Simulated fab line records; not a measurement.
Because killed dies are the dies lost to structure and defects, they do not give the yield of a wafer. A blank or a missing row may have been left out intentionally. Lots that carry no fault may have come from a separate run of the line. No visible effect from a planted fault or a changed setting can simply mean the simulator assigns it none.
Which tool did it? :: flow nandHarc :: 72 wafers from 24 lots sampled at 5 of the route's 1302 steps

## WHAT EACH GAUGE READ, for each wafer
NHARC_A_SGD_CUT_THK_MEAS_22: measures by ellipsometry. Usual: 148.3 nm for thkNm, sd 1.6.
lot: L074
measured: day 19 21:32
on: filmMetro-01
thkNm (nm): 148.7 147.7 147.0
flag: 

lot: L075
measured: day 20 04:10
on: filmMetro-01
thkNm (nm): 148.0 148.8 147.0
flag: 

lot: L076
measured: day 20 11:34
on: filmMetro-02
thkNm (nm): 147.6 145.2 150.1
flag: 

lot: L078
measured: day 20 23:43
on: filmMetro-01
thkNm (nm): 148.5 148.1 149.3
flag: 

lot: L077
measured: day 20 23:43
on: filmMetro-02
thkNm (nm): 150.6 150.4 148.8
flag: 

lot: L079
measured: day 21 22:36
on: filmMetro-01
thkNm (nm): 146.3 148.1 147.5
flag: 

lot: L080
measured: day 21 22:37
on: filmMetro-02
thkNm (nm): 148.6 149.7 148.6
flag: 

lot: L081
measured: day 22 06:08
on: filmMetro-01
thkNm (nm): 148.4 147.3 147.6
flag: 

lot: L083
measured: day 23 00:28
on: filmMetro-02
thkNm (nm): 147.0 148.1 148.1
flag: 

lot: L082
measured: day 23 00:28
on: filmMetro-02
thkNm (nm): 150.2 148.2 146.5
flag: 

lot: L084
measured: day 23 17:07
on: filmMetro-01
thkNm (nm): 148.9 149.1 148.4
flag: 

lot: L085
measured: day 23 17:07
on: filmMetro-02
thkNm (nm): 146.3 148.7 148.9
flag: 

lot: L086
measured: day 24 06:25
on: filmMetro-02
thkNm (nm): 149.0 147.4 151.0
flag: 

lot: L087
measured: day 24 06:23
on: filmMetro-01
thkNm (nm): 148.4 146.1 147.7
flag: 

lot: L089
measured: day 25 06:58
on: filmMetro-01
thkNm (nm): 149.3 149.2 152.9
flag: 

lot: L088
measured: day 25 06:58
on: filmMetro-02
thkNm (nm): 148.3 150.2 147.3
flag: 

lot: L091
measured: day 26 06:47
on: filmMetro-02
thkNm (nm): 147.4 149.3 145.6
flag: 

lot: L090
measured: day 26 06:47
on: filmMetro-01
thkNm (nm): 147.3 150.4 145.3
flag: 

lot: L092
measured: day 27 07:17
on: filmMetro-01
thkNm (nm): 144.8 146.8 146.1
flag: 

lot: L093
measured: day 27 07:17
on: filmMetro-02
thkNm (nm): 150.5 148.9 147.1
flag: 

lot: L094
measured: day 28 05:37
on: filmMetro-02
thkNm (nm): 149.1 150.1 149.9
flag: 

lot: L095
measured: day 28 05:27
on: filmMetro-02
thkNm (nm): 146.7 150.7 148.0
flag: 

lot: L096
measured: day 28 18:00
on: filmMetro-01
thkNm (nm): 147.5 149.9 147.4
flag: 

lot: L097
measured: day 28 18:00
on: filmMetro-02
thkNm (nm): 147.6 147.9 146.3
flag: 

## WHAT TOOL EACH LOT RAN ON (gives the tool, then ch and the chambers of the sampled wafers, and finally the start)
lot: L074
NHARC_A_STAIRCASE_ETCH_451: rieDiel-02 ch 0,1,2, day 17 04:31 or earlier
NHARC_A_STAIRCASE_STRIP_295: rieDiel-02 ch 0,1, day 17 04:31 or earlier
NHARC_A_STAIRCASE_HM_DEP_462: aclDep-01 ch 0, day 17 04:31
NHARC_A_STAIRCASE_CMP_152: cmp-03 ch 0,2, day 19 12:34

lot: L075
NHARC_A_STAIRCASE_ETCH_451: rieDiel-02 ch 0,1,3, day 17 11:01 or earlier
NHARC_A_STAIRCASE_STRIP_295: rieDiel-02 ch 1,2,3, day 17 11:01 or earlier
NHARC_A_STAIRCASE_HM_DEP_462: aclDep-03 ch 0, day 17 11:01
NHARC_A_STAIRCASE_CMP_152: cmp-01 ch 0,2, day 19 18:55

lot: L076
NHARC_A_STAIRCASE_ETCH_451: rieDiel-01 ch 0,3, day 17 22:58 or earlier
NHARC_A_STAIRCASE_STRIP_295: rieDiel-01 ch 1,2, day 17 22:58 or earlier
NHARC_A_STAIRCASE_HM_DEP_462: aclDep-01 ch 0, day 17 22:58
NHARC_A_STAIRCASE_CMP_152: cmp-01 ch 1,3, day 20 02:49

lot: L078
NHARC_A_STAIRCASE_ETCH_451: rieDiel-10 ch 1,3, day 18 07:14 or earlier
NHARC_A_STAIRCASE_STRIP_295: rieDiel-10 ch 0,1,2, day 18 07:14 or earlier
NHARC_A_STAIRCASE_HM_DEP_462: aclDep-03 ch 0, day 18 07:14
NHARC_A_STAIRCASE_CMP_152: cmp-01 ch 1,3, day 20 14:49

lot: L077
NHARC_A_STAIRCASE_ETCH_451: rieDiel-01 ch 0,2,3, day 18 10:40 or earlier
NHARC_A_STAIRCASE_STRIP_295: rieDiel-02 ch 0,1,3, day 18 10:40 or earlier
NHARC_A_STAIRCASE_HM_DEP_462: aclDep-03 ch 0, day 18 10:40
NHARC_A_STAIRCASE_CMP_152: cmp-03 ch 1,2,3, day 20 14:39

lot: L079
NHARC_A_STAIRCASE_ETCH_451: rieDiel-01 ch 0,1,2, day 19 07:56 or earlier
NHARC_A_STAIRCASE_STRIP_295: rieDiel-10 ch 0,1,2, day 19 07:56 or earlier
NHARC_A_STAIRCASE_HM_DEP_462: aclDep-01 ch 0, day 19 07:56
NHARC_A_STAIRCASE_CMP_152: cmp-01 ch 0,2,3, day 21 13:45

lot: L080
NHARC_A_STAIRCASE_ETCH_451: rieDiel-01 ch 1,2,3, day 19 12:59 or earlier
NHARC_A_STAIRCASE_STRIP_295: rieDiel-02 ch 0,2,3, day 19 12:59 or earlier
NHARC_A_STAIRCASE_HM_DEP_462: aclDep-01 ch 0, day 19 12:59
NHARC_A_STAIRCASE_CMP_152: cmp-01 ch 0,1,3, day 21 15:35

lot: L081
NHARC_A_STAIRCASE_ETCH_451: rieDiel-02 ch 0,2,3, day 19 21:00 or earlier
NHARC_A_STAIRCASE_STRIP_295: rieDiel-02 ch 1,3, day 19 21:00 or earlier
NHARC_A_STAIRCASE_HM_DEP_462: aclDep-03 ch 0, day 19 21:00
NHARC_A_STAIRCASE_CMP_152: cmp-03 ch 0,1,2, day 21 21:08

lot: L083
NHARC_A_STAIRCASE_ETCH_451: rieDiel-02 ch 0,1,2, day 20 09:47 or earlier
NHARC_A_STAIRCASE_STRIP_295: rieDiel-02 ch 0,2,3, day 20 09:47 or earlier
NHARC_A_STAIRCASE_HM_DEP_462: aclDep-02 ch 0, day 20 09:47
NHARC_A_STAIRCASE_CMP_152: cmp-02 ch 0,3, day 22 14:53

lot: L082
NHARC_A_STAIRCASE_ETCH_451: rieDiel-01 ch 0,1, day 20 13:30 or earlier
NHARC_A_STAIRCASE_STRIP_295: rieDiel-10 ch 0,2, day 20 13:30 or earlier
NHARC_A_STAIRCASE_HM_DEP_462: aclDep-02 ch 0, day 20 13:30
NHARC_A_STAIRCASE_CMP_152: cmp-03 ch 1,2,3, day 22 14:44

lot: L084
NHARC_A_STAIRCASE_ETCH_451: rieDiel-10 ch 0,1,3, day 21 04:46 or earlier
NHARC_A_STAIRCASE_STRIP_295: rieDiel-01 ch 2,3, day 21 04:46 or earlier
NHARC_A_STAIRCASE_HM_DEP_462: aclDep-01 ch 0, day 21 04:46
NHARC_A_STAIRCASE_CMP_152: cmp-03 ch 0,1,3, day 23 08:13

lot: L085
NHARC_A_STAIRCASE_ETCH_451: rieDiel-01 ch 0,1,3, day 21 12:01 or earlier
NHARC_A_STAIRCASE_STRIP_295: rieDiel-10 ch 2,3, day 21 12:01 or earlier
NHARC_A_STAIRCASE_HM_DEP_462: aclDep-02 ch 0, day 21 12:01
NHARC_A_STAIRCASE_CMP_152: cmp-01 ch 0,1,2, day 23 07:56

lot: L086
NHARC_A_STAIRCASE_ETCH_451: rieDiel-02 ch 0,3, day 21 21:56 or earlier
NHARC_A_STAIRCASE_STRIP_295: rieDiel-02 ch 0,2, day 21 21:56 or earlier
NHARC_A_STAIRCASE_HM_DEP_462: aclDep-01 ch 0, day 21 21:56
NHARC_A_STAIRCASE_CMP_152: cmp-02 ch 1,2,3, day 23 21:50

lot: L087
NHARC_A_STAIRCASE_ETCH_451: rieDiel-02 ch 0,3, day 21 23:58 or earlier
NHARC_A_STAIRCASE_STRIP_295: rieDiel-10 ch 1,3, day 21 23:58 or earlier
NHARC_A_STAIRCASE_HM_DEP_462: aclDep-03 ch 0, day 21 23:58
NHARC_A_STAIRCASE_CMP_152: cmp-03 ch 1,2, day 23 21:48

lot: L089
NHARC_A_STAIRCASE_ETCH_451: rieDiel-01 ch 1,2, day 22 21:14 or earlier
NHARC_A_STAIRCASE_STRIP_295: rieDiel-10 ch 0,1,3, day 22 21:14 or earlier
NHARC_A_STAIRCASE_HM_DEP_462: aclDep-02 ch 0, day 22 21:14
NHARC_A_STAIRCASE_CMP_152: cmp-01 ch 1,2,3, day 24 21:12

lot: L088
NHARC_A_STAIRCASE_ETCH_451: rieDiel-01 ch 0,2, day 23 01:30 or earlier
NHARC_A_STAIRCASE_STRIP_295: rieDiel-01 ch 0,1,3, day 23 01:30 or earlier
NHARC_A_STAIRCASE_HM_DEP_462: aclDep-03 ch 0, day 23 01:30
NHARC_A_STAIRCASE_CMP_152: cmp-02 ch 0,2, day 24 21:19

lot: L091
NHARC_A_STAIRCASE_ETCH_451: rieDiel-10 ch 1,2, day 23 17:56 or earlier
NHARC_A_STAIRCASE_STRIP_295: rieDiel-01 ch 1,2, day 23 17:56 or earlier
NHARC_A_STAIRCASE_HM_DEP_462: aclDep-01 ch 0, day 23 17:56
NHARC_A_STAIRCASE_CMP_152: cmp-02 ch 0,3, day 25 19:41

lot: L090
NHARC_A_STAIRCASE_ETCH_451: rieDiel-01 ch 0,1, day 24 00:03 or earlier
NHARC_A_STAIRCASE_STRIP_295: rieDiel-01 ch 1,3, day 24 00:03 or earlier
NHARC_A_STAIRCASE_HM_DEP_462: aclDep-02 ch 0, day 24 00:03
NHARC_A_STAIRCASE_CMP_152: cmp-01 ch 0,1,2, day 26 00:38

lot: L092
NHARC_A_STAIRCASE_ETCH_451: rieDiel-02 ch 1,2,3, day 24 21:34 or earlier
NHARC_A_STAIRCASE_STRIP_295: rieDiel-10 ch 1,2, day 24 21:34 or earlier
NHARC_A_STAIRCASE_HM_DEP_462: aclDep-01 ch 0, day 24 21:34
NHARC_A_STAIRCASE_CMP_152: cmp-03 ch 0,1,2, day 26 22:34

lot: L093
NHARC_A_STAIRCASE_ETCH_451: rieDiel-10 ch 0,1, day 24 22:27 or earlier
NHARC_A_STAIRCASE_STRIP_295: rieDiel-10 ch 1,2, day 24 22:27 or earlier
NHARC_A_STAIRCASE_HM_DEP_462: aclDep-02 ch 0, day 24 22:27
NHARC_A_STAIRCASE_CMP_152: cmp-02 ch 1,2,3, day 26 22:30

lot: L094
NHARC_A_STAIRCASE_ETCH_451: rieDiel-01 ch 2,3, day 25 18:56 or earlier
NHARC_A_STAIRCASE_STRIP_295: rieDiel-10 ch 1,2, day 25 18:56 or earlier
NHARC_A_STAIRCASE_HM_DEP_462: aclDep-03 ch 0, day 25 18:56
NHARC_A_STAIRCASE_CMP_152: cmp-02 ch 0,1,3, day 27 21:15

lot: L095
NHARC_A_STAIRCASE_ETCH_451: rieDiel-01 ch 0,1,3, day 25 20:28 or earlier
NHARC_A_STAIRCASE_STRIP_295: rieDiel-01 ch 1,2,3, day 25 20:28 or earlier
NHARC_A_STAIRCASE_HM_DEP_462: aclDep-02 ch 0, day 25 20:28
NHARC_A_STAIRCASE_CMP_152: cmp-01 ch 0,1,3, day 27 20:04

lot: L096
NHARC_A_STAIRCASE_ETCH_451: rieDiel-02 ch 1,2, day 26 04:10 or earlier
NHARC_A_STAIRCASE_STRIP_295: rieDiel-02 ch 0,3, day 26 04:10 or earlier
NHARC_A_STAIRCASE_HM_DEP_462: aclDep-01 ch 0, day 26 04:10
NHARC_A_STAIRCASE_CMP_152: cmp-01 ch 0,1,3, day 28 05:29

lot: L097
NHARC_A_STAIRCASE_ETCH_451: rieDiel-01 ch 0,2,3, day 26 04:38 or earlier
NHARC_A_STAIRCASE_STRIP_295: rieDiel-01 ch 0,2,3, day 26 04:38 or earlier
NHARC_A_STAIRCASE_HM_DEP_462: aclDep-02 ch 0, day 26 04:38
NHARC_A_STAIRCASE_CMP_152: cmp-02 ch 2,3, day 28 05:35
- NHARC_A_STAIRCASE_ETCH_451: etches the open film in CF4/O2, target depth 30 nm, overetch 3 nm, time 16.5 s.
- NHARC_A_STAIRCASE_STRIP_295: strips in O2.
- NHARC_A_STAIRCASE_HM_DEP_462: deposits aC, target thk 800 nm.
- NHARC_A_STAIRCASE_CMP_152: polishes.

## AS READ BY THE TOOLS THEMSELVES (means over the sampled wafers that have a number; for cases with no such wafer, the mark the record gives instead)
NHARC_A_STAIRCASE_ETCH_451. Usual: drypumpMotorCurrentA 5.7 A, standard deviation 0.44; oes_f_703_au 0.999 a.u., standard deviation 0.0052; oesProductAu 1.006 a.u., standard deviation 0.013; rfVppV 198.3 V, standard deviation 1.5; showerheadPlenumPTorr 1.36 Torr, standard deviation 0.061; throttleValvePct 13.396 %, standard deviation 0.0091.
lot: L074
tool: rieDiel-02
drypumpMotorCurrentA (A): 6.2
oes_f_703_au (a.u.): 1.004
oesProductAu (a.u.): 1.007
rfVppV (V): 196.2
showerheadPlenumPTorr (Torr): 1.30
throttleValvePct (%): 13.402
flag: 

lot: L075
tool: rieDiel-02
drypumpMotorCurrentA (A): 5.9
oes_f_703_au (a.u.): 0.993
oesProductAu (a.u.): 1.002
rfVppV (V): 198.2
showerheadPlenumPTorr (Torr): 1.36
throttleValvePct (%): 13.389
flag: 

lot: L076
tool: rieDiel-01
drypumpMotorCurrentA (A): 5.3
oes_f_703_au (a.u.): 1.000
oesProductAu (a.u.): 1.009
rfVppV (V): 198.5
showerheadPlenumPTorr (Torr): 1.39
throttleValvePct (%): 13.398
flag: 

lot: L078
tool: rieDiel-10
drypumpMotorCurrentA (A): 5.8
oes_f_703_au (a.u.): 1.001
oesProductAu (a.u.): 1.022
rfVppV (V): 198.0
showerheadPlenumPTorr (Torr): 1.35
throttleValvePct (%): 13.390
flag: 

lot: L077
tool: rieDiel-01
drypumpMotorCurrentA (A): 5.4
oes_f_703_au (a.u.): 1.006
oesProductAu (a.u.): 1.000
rfVppV (V): 199.4
showerheadPlenumPTorr (Torr): 1.40
throttleValvePct (%): 13.405
flag: 

lot: L079
tool: rieDiel-01
drypumpMotorCurrentA (A): 5.5
oes_f_703_au (a.u.): 0.993
oesProductAu (a.u.): 1.001
rfVppV (V): 198.5
showerheadPlenumPTorr (Torr): 1.36
throttleValvePct (%): 13.389
flag: 

lot: L080
tool: rieDiel-01
drypumpMotorCurrentA (A): 5.9
oes_f_703_au (a.u.): 0.994
oesProductAu (a.u.): 1.002
rfVppV (V): 198.9
showerheadPlenumPTorr (Torr): 1.39
throttleValvePct (%): 13.397
flag: 

lot: L081
tool: rieDiel-02
drypumpMotorCurrentA (A): 5.9
oes_f_703_au (a.u.): 1.002
oesProductAu (a.u.): 1.011
rfVppV (V): 197.4
showerheadPlenumPTorr (Torr): 1.33
throttleValvePct (%): 13.399
flag: 

lot: L083
tool: rieDiel-02
drypumpMotorCurrentA (A): 6.1
oes_f_703_au (a.u.): 0.999
oesProductAu (a.u.): 1.018
rfVppV (V): 197.1
showerheadPlenumPTorr (Torr): 1.30
throttleValvePct (%): 13.407
flag: 

lot: L082
tool: rieDiel-01
drypumpMotorCurrentA (A): 5.6
oes_f_703_au (a.u.): 0.998
oesProductAu (a.u.): 1.005
rfVppV (V): 197.1
showerheadPlenumPTorr (Torr): 1.32
throttleValvePct (%): 13.402
flag: 

lot: L084
tool: rieDiel-10
drypumpMotorCurrentA (A): 5.7
oes_f_703_au (a.u.): 1.000
oesProductAu (a.u.): 1.012
rfVppV (V): 199.0
showerheadPlenumPTorr (Torr): 1.38
throttleValvePct (%): 13.396
flag: 

lot: L085
tool: rieDiel-01
drypumpMotorCurrentA (A): 5.5
oes_f_703_au (a.u.): 0.996
oesProductAu (a.u.): 1.006
rfVppV (V): 198.6
showerheadPlenumPTorr (Torr): 1.35
throttleValvePct (%): 13.399
flag: 

lot: L086
tool: rieDiel-02
drypumpMotorCurrentA (A): 5.9
oes_f_703_au (a.u.): 1.000
oesProductAu (a.u.): 0.995
rfVppV (V): 197.4
showerheadPlenumPTorr (Torr): 1.34
throttleValvePct (%): 13.403
flag: 

lot: L087
tool: rieDiel-02
drypumpMotorCurrentA (A): 5.7
oes_f_703_au (a.u.): 1.002
oesProductAu (a.u.): 0.989
rfVppV (V): 199.0
showerheadPlenumPTorr (Torr): 1.38
throttleValvePct (%): 13.400
flag: 

lot: L089
tool: rieDiel-01
drypumpMotorCurrentA (A): 6.0
oes_f_703_au (a.u.): 0.996
oesProductAu (a.u.): 0.990
rfVppV (V): 198.8
showerheadPlenumPTorr (Torr): 1.35
throttleValvePct (%): 13.401
flag: 

lot: L088
tool: rieDiel-01
drypumpMotorCurrentA (A): 5.5
oes_f_703_au (a.u.): 0.999
oesProductAu (a.u.): 1.009
rfVppV (V): 199.1
showerheadPlenumPTorr (Torr): 1.39
throttleValvePct (%): 13.399
flag: 

lot: L091
tool: rieDiel-10
drypumpMotorCurrentA (A): 5.5
oes_f_703_au (a.u.): 1.000
oesProductAu (a.u.): 1.018
rfVppV (V): 197.9
showerheadPlenumPTorr (Torr): 1.40
throttleValvePct (%): 13.388
flag: 

lot: L090
tool: rieDiel-01
drypumpMotorCurrentA (A): 5.2
oes_f_703_au (a.u.): 1.002
oesProductAu (a.u.): 1.001
rfVppV (V): 197.6
showerheadPlenumPTorr (Torr): 1.32
throttleValvePct (%): 13.395
flag: 

lot: L092
tool: rieDiel-02
drypumpMotorCurrentA (A): 5.9
oes_f_703_au (a.u.): 1.002
oesProductAu (a.u.): 0.995
rfVppV (V): 196.9
showerheadPlenumPTorr (Torr): 1.33
throttleValvePct (%): 13.404
flag: 

lot: L093
tool: rieDiel-10
drypumpMotorCurrentA (A): 5.6
oes_f_703_au (a.u.): 0.998
oesProductAu (a.u.): 1.016
rfVppV (V): 199.2
showerheadPlenumPTorr (Torr): 1.36
throttleValvePct (%): 13.390
flag: 

lot: L094
tool: rieDiel-01
drypumpMotorCurrentA (A): 5.7
oes_f_703_au (a.u.): 0.998
oesProductAu (a.u.): 0.995
rfVppV (V): 200.0
showerheadPlenumPTorr (Torr): 1.41
throttleValvePct (%): 13.398
flag: 

lot: L095
tool: rieDiel-01
drypumpMotorCurrentA (A): 5.5
oes_f_703_au (a.u.): 1.000
oesProductAu (a.u.): 1.007
rfVppV (V): 198.0
showerheadPlenumPTorr (Torr): 1.34
throttleValvePct (%): 13.390
flag: 

lot: L096
tool: rieDiel-02
drypumpMotorCurrentA (A): 6.2
oes_f_703_au (a.u.): 0.998
oesProductAu (a.u.): 1.009
rfVppV (V): 196.7
showerheadPlenumPTorr (Torr): 1.28
throttleValvePct (%): 13.399
flag: 

lot: L097
tool: rieDiel-01
drypumpMotorCurrentA (A): 5.4
oes_f_703_au (a.u.): 1.002
oesProductAu (a.u.): 0.997
rfVppV (V): 199.0
showerheadPlenumPTorr (Torr): 1.38
throttleValvePct (%): 13.395
flag: 

NHARC_A_STAIRCASE_STRIP_295. Usual: drypumpMotorCurrentA 5.8 A, standard deviation 0.38; oesProductAu 1.006 a.u., standard deviation 0.012; rfVppV 58.0 V, standard deviation 0.96; showerheadPlenumPTorr 3.60 Torr, standard deviation 0.16; throttleValvePct 17.037 %, standard deviation 0.0085.
lot: L074
tool: rieDiel-02
drypumpMotorCurrentA (A): 6.2
oesProductAu (a.u.): 1.003
rfVppV (V): 58.1
showerheadPlenumPTorr (Torr): 3.51
throttleValvePct (%): 17.035
flag: 

lot: L075
tool: rieDiel-02
drypumpMotorCurrentA (A): 6.0
oesProductAu (a.u.): 1.009
rfVppV (V): 57.6
showerheadPlenumPTorr (Torr): 3.55
throttleValvePct (%): 17.042
flag: 

lot: L076
tool: rieDiel-01
drypumpMotorCurrentA (A): 6.0
oesProductAu (a.u.): 1.009
rfVppV (V): 58.4
showerheadPlenumPTorr (Torr): 3.57
throttleValvePct (%): 17.030
flag: 

lot: L078
tool: rieDiel-10
drypumpMotorCurrentA (A): 5.5
oesProductAu (a.u.): 1.010
rfVppV (V): 57.3
showerheadPlenumPTorr (Torr): 3.53
throttleValvePct (%): 17.034
flag: 

lot: L077
tool: rieDiel-02
drypumpMotorCurrentA (A): 5.9
oesProductAu (a.u.): 1.009
rfVppV (V): 58.5
showerheadPlenumPTorr (Torr): 3.58
throttleValvePct (%): 17.033
flag: 

lot: L079
tool: rieDiel-10
drypumpMotorCurrentA (A): 5.6
oesProductAu (a.u.): 1.022
rfVppV (V): 58.8
showerheadPlenumPTorr (Torr): 3.71
throttleValvePct (%): 17.039
flag: 

lot: L080
tool: rieDiel-02
drypumpMotorCurrentA (A): 5.9
oesProductAu (a.u.): 1.007
rfVppV (V): 57.6
showerheadPlenumPTorr (Torr): 3.51
throttleValvePct (%): 17.039
flag: 

lot: L081
tool: rieDiel-02
drypumpMotorCurrentA (A): 5.7
oesProductAu (a.u.): 0.997
rfVppV (V): 58.2
showerheadPlenumPTorr (Torr): 3.69
throttleValvePct (%): 17.038
flag: 

lot: L083
tool: rieDiel-02
drypumpMotorCurrentA (A): 5.9
oesProductAu (a.u.): 1.005
rfVppV (V): 57.0
showerheadPlenumPTorr (Torr): 3.51
throttleValvePct (%): 17.038
flag: 

lot: L082
tool: rieDiel-10
drypumpMotorCurrentA (A): 5.4
oesProductAu (a.u.): 1.009
rfVppV (V): 57.7
showerheadPlenumPTorr (Torr): 3.78
throttleValvePct (%): 17.038
flag: 

lot: L084
tool: rieDiel-01
drypumpMotorCurrentA (A): 5.8
oesProductAu (a.u.): 1.002
rfVppV (V): 59.2
showerheadPlenumPTorr (Torr): 3.74
throttleValvePct (%): 17.036
flag: 

lot: L085
tool: rieDiel-10
drypumpMotorCurrentA (A): 5.8
oesProductAu (a.u.): 1.010
rfVppV (V): 57.6
showerheadPlenumPTorr (Torr): 3.68
throttleValvePct (%): 17.040
flag: 

lot: L086
tool: rieDiel-02
drypumpMotorCurrentA (A): 6.1
oesProductAu (a.u.): 1.009
rfVppV (V): 57.5
showerheadPlenumPTorr (Torr): 3.35
throttleValvePct (%): 17.035
flag: 

lot: L087
tool: rieDiel-10
drypumpMotorCurrentA (A): 5.8
oesProductAu (a.u.): 1.007
rfVppV (V): 58.2
showerheadPlenumPTorr (Torr): 3.56
throttleValvePct (%): 17.039
flag: 

lot: L089
tool: rieDiel-10
drypumpMotorCurrentA (A): 5.7
oesProductAu (a.u.): 1.005
rfVppV (V): 58.2
showerheadPlenumPTorr (Torr): 3.64
throttleValvePct (%): 17.037
flag: 

lot: L088
tool: rieDiel-01
drypumpMotorCurrentA (A): 5.5
oesProductAu (a.u.): 1.010
rfVppV (V): 58.7
showerheadPlenumPTorr (Torr): 3.56
throttleValvePct (%): 17.037
flag: 

lot: L091
tool: rieDiel-01
drypumpMotorCurrentA (A): 5.9
oesProductAu (a.u.): 1.000
rfVppV (V): 58.8
showerheadPlenumPTorr (Torr): 3.64
throttleValvePct (%): 17.033
flag: 

lot: L090
tool: rieDiel-01
drypumpMotorCurrentA (A): 5.9
oesProductAu (a.u.): 0.994
rfVppV (V): 57.7
showerheadPlenumPTorr (Torr): 3.54
throttleValvePct (%): 17.034
flag: 

lot: L092
tool: rieDiel-10
drypumpMotorCurrentA (A): 5.6
oesProductAu (a.u.): 1.019
rfVppV (V): 59.2
showerheadPlenumPTorr (Torr): 3.61
throttleValvePct (%): 17.035
flag: 

lot: L093
tool: rieDiel-10
drypumpMotorCurrentA (A): 5.7
oesProductAu (a.u.): 1.024
rfVppV (V): 57.6
showerheadPlenumPTorr (Torr): 3.61
throttleValvePct (%): 17.038
flag: 

lot: L094
tool: rieDiel-10
drypumpMotorCurrentA (A): 5.7
oesProductAu (a.u.): 1.009
rfVppV (V): 58.4
showerheadPlenumPTorr (Torr): 3.61
throttleValvePct (%): 17.037
flag: 

lot: L095
tool: rieDiel-01
drypumpMotorCurrentA (A): 5.8
oesProductAu (a.u.): 0.997
rfVppV (V): 57.2
showerheadPlenumPTorr (Torr): 3.63
throttleValvePct (%): 17.041
flag: 

lot: L096
tool: rieDiel-02
drypumpMotorCurrentA (A): 5.7
oesProductAu (a.u.): 0.993
rfVppV (V): 58.9
showerheadPlenumPTorr (Torr): 3.63
throttleValvePct (%): 17.026
flag: 

lot: L097
tool: rieDiel-01
drypumpMotorCurrentA (A): 5.4
oesProductAu (a.u.): 1.002
rfVppV (V): 57.1
showerheadPlenumPTorr (Torr): 3.65
throttleValvePct (%): 17.030
flag: 

NHARC_A_STAIRCASE_HM_DEP_462. Usual: 35.001 % for throttleValvePct, sd 0.0096.
lot: L074
tool: aclDep-01
throttleValvePct (%): 35.000
flag: 

lot: L075
tool: aclDep-03
throttleValvePct (%): 35.011
flag: 

lot: L076
tool: aclDep-01
throttleValvePct (%): 34.995
flag: 

lot: L078
tool: aclDep-03
throttleValvePct (%): 35.000
flag: 

lot: L077
tool: aclDep-03
throttleValvePct (%): 35.002
flag: 

lot: L079
tool: aclDep-01
throttleValvePct (%): 34.996
flag: 

lot: L080
tool: aclDep-01
throttleValvePct (%): 34.998
flag: 

lot: L081
tool: aclDep-03
throttleValvePct (%): 35.000
flag: 

lot: L083
tool: aclDep-02
throttleValvePct (%): 35.001
flag: 

lot: L082
tool: aclDep-02
throttleValvePct (%): 35.001
flag: 

lot: L084
tool: aclDep-01
throttleValvePct (%): 34.995
flag: 

lot: L085
tool: aclDep-02
throttleValvePct (%): 35.000
flag: 

lot: L086
tool: aclDep-01
throttleValvePct (%): 34.993
flag: 

lot: L087
tool: aclDep-03
throttleValvePct (%): 35.005
flag: 

lot: L089
tool: aclDep-02
throttleValvePct (%): 35.004
flag: 

lot: L088
tool: aclDep-03
throttleValvePct (%): 34.994
flag: 

lot: L091
tool: aclDep-01
throttleValvePct (%): 35.006
flag: 

lot: L090
tool: aclDep-02
throttleValvePct (%): 35.000
flag: 

lot: L092
tool: aclDep-01
throttleValvePct (%): 34.998
flag: 

lot: L093
tool: aclDep-02
throttleValvePct (%): 35.003
flag: 

lot: L094
tool: aclDep-03
throttleValvePct (%): 34.989
flag: 

lot: L095
tool: aclDep-02
throttleValvePct (%): 35.003
flag: 

lot: L096
tool: aclDep-01
throttleValvePct (%): 35.007
flag: 

lot: L097
tool: aclDep-02
throttleValvePct (%): 35.000
flag: 

NHARC_A_STAIRCASE_CMP_152. Usual: 12.8 A for motorCurrentA, sd 1.6.
lot: L074
tool: cmp-03
motorCurrentA (A): 11.0
flag: 

lot: L075
tool: cmp-01
motorCurrentA (A): 13.2
flag: 

lot: L076
tool: cmp-01
motorCurrentA (A): 15.0
flag: 

lot: L078
tool: cmp-01
motorCurrentA (A): 15.1
flag: 

lot: L077
tool: cmp-03
motorCurrentA (A): 12.3
flag: 

lot: L079
tool: cmp-01
motorCurrentA (A): 13.3
flag: 

lot: L080
tool: cmp-01
motorCurrentA (A): 14.5
flag: 

lot: L081
tool: cmp-03
motorCurrentA (A): 11.5
flag: 

lot: L083
tool: cmp-02
motorCurrentA (A): 11.3
flag: 

lot: L082
tool: cmp-03
motorCurrentA (A): 12.2
flag: 

lot: L084
tool: cmp-03
motorCurrentA (A): 12.2
flag: 

lot: L085
tool: cmp-01
motorCurrentA (A): 14.3
flag: 

lot: L086
tool: cmp-02
motorCurrentA (A): 12.1
flag: 

lot: L087
tool: cmp-03
motorCurrentA (A): 10.9
flag: 

lot: L089
tool: cmp-01
motorCurrentA (A): 14.4
flag: 

lot: L088
tool: cmp-02
motorCurrentA (A): 11.1
flag: 

lot: L091
tool: cmp-02
motorCurrentA (A): 11.7
flag: 

lot: L090
tool: cmp-01
motorCurrentA (A): 14.1
flag: 

lot: L092
tool: cmp-03
motorCurrentA (A): 11.5
flag: 

lot: L093
tool: cmp-02
motorCurrentA (A): 12.0
flag: 

lot: L094
tool: cmp-02
motorCurrentA (A): 12.3
flag: 

lot: L095
tool: cmp-01
motorCurrentA (A): 14.5
flag: 

lot: L096
tool: cmp-01
motorCurrentA (A): 14.5
flag: 

lot: L097
tool: cmp-02
motorCurrentA (A): 11.5
flag: 

## THE ANSWER, worked out from the rows above alone
Rule: lot off if the mean of its wafers having a number is beyond 3 standard deviations from the usual mean. A lot without any number at a reading at which 4 lots or more have one is off too. All remaining lots with rows at the step are treated as sound. After the gauges, taken in route order, come the tools' own readings; for these a lot's mean is taken, as printed above. At the first step where some lot is off, the reading lying furthest off is the one used; lots without a number count as furthest.
Across all readings shown, no lot is off: no conclusion can be drawn from this.

## WHAT WAS PUT IN BY THE SIMULATOR
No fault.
